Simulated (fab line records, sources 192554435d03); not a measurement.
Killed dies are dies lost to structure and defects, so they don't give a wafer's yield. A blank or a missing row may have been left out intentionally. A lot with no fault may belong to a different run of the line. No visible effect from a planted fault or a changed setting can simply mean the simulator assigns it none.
Matching of chambers -- flow n5Finfet -- cmp-01 running N5_HKMG_FIN_CMP_23: 4 sister chambers
The step polishes, stops on SiNx, t overpolish 10 s, target thk 46.326 nm. 8 wafers are shown with their chamber, then 6 later ones without.

WAFERS PAIRED WITH THEIR CHAMBERS
wafer,chamber,motorCurrentA (A),timeToEndpointS (s)
L076.4,3,13.8,13.2
L079.3,2,10.5,10.3
L079.4,3,13.6,15.4
L081.1,0,12.2,10.5
L086.3,2,10.7,13.3
L088.3,1,13.1,12.2
L089.2,0,11.7,11.1
L089.4,1,13.4,6.0

WAFERS WITHOUT THEIR CHAMBER
wafer,motorCurrentA (A),timeToEndpointS (s)
L094.2,10.4,9.5
L094.3,11.9,10.3
L094.4,14.2,11.2
L096.2,13.5,14.6
L096.3,12.5,10.5
L096.4,13.5,9.3

THE CHAMBER EACH PASSED THROUGH
wafer,from the rows above,in truth
L094.2,2,2
L094.3,0,0
L094.4,can't be placed: 3 or 1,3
L096.2,can't be placed: 3 or 1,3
L096.3,can't be placed: 0 or 1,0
L096.4,can't be placed: 1 or 3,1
Correct placement for 2 of the 6. From these rows, 4 cannot be placed; in 4 the true chamber is one of the candidates. Number placed wrongly: 0.
How it was worked out, from the rows above alone: a wafer's distance from a chamber is the root of the sum, over the readings, of the square of ((its reading less the chamber's mean) divided by the reading's scatter). If the next closest chamber is less than 2 further off than the closest, the wafer can't be placed; otherwise it belongs to the closest. Each chamber's mean is taken over the wafers shown for it. The scatter is the square root of a quotient: the sum, over the shown wafers, of each reading's squared deviation from its chamber's mean, divided by wafers minus chambers.
